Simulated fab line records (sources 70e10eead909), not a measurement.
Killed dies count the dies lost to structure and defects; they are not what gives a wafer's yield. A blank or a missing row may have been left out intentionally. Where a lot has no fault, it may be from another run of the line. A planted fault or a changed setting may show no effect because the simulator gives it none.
Matching of chambers ; flow nand_harc ; pecvd-01 running NHARC_A_ONON_D1_DEP_33: 3 sister chambers
The step deposits SiO2, target thk 200 nm. 3 wafers are shown with their chamber, then 10 later ones without.

WAFERS PAIRED WITH THEIR CHAMBERS
wafer;chamber;throttle_valve_pct (%)
L086.4;0;16.2
L089.3;2;16.2
L089.4;1;15.2

WAFERS WITHOUT THEIR CHAMBER
wafer;throttle_valve_pct (%)
L089.5;16.2
L092.1;15.5
L092.2;16.6
L092.5;16.6
L094.1;16.4
L094.3;15.7
L094.5;15.8
L095.2;16.2
L095.4;15.5
L095.6;16.3

EACH ONE'S CHAMBER
wafer;from the rows above;in truth
L089.5;can't be placed: 0 or 2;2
L092.1;can't be placed: 1 or 0 or 2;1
L092.2;can't be placed: 0 or 2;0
L092.5;can't be placed: 0 or 2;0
L094.1;can't be placed: 0 or 2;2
L094.3;can't be placed: 0 or 1 or 2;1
L094.5;can't be placed: 0 or 2 or 1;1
L095.2;can't be placed: 0 or 2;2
L095.4;can't be placed: 1 or 0 or 2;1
L095.6;can't be placed: 0 or 2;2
Placed correctly: 0 of 10. Not placeable from these rows: 10 (in 10, the candidates include the true chamber). Wrongly placed: 0.
How it was worked out, from the rows above alone: a wafer's distance from a chamber is the root of the sum, over the readings, of the square of ((its reading less the chamber's mean) divided by the reading's scatter). The wafer belongs to the nearest chamber; if the next one is less than 2 further off, it can't be placed. For every chamber, the mean is computed from those of its wafers that are shown. The scatter: with one shown wafer a chamber, the root of the mean of the squares of how far each hidden wafer lies from its nearest shown one.
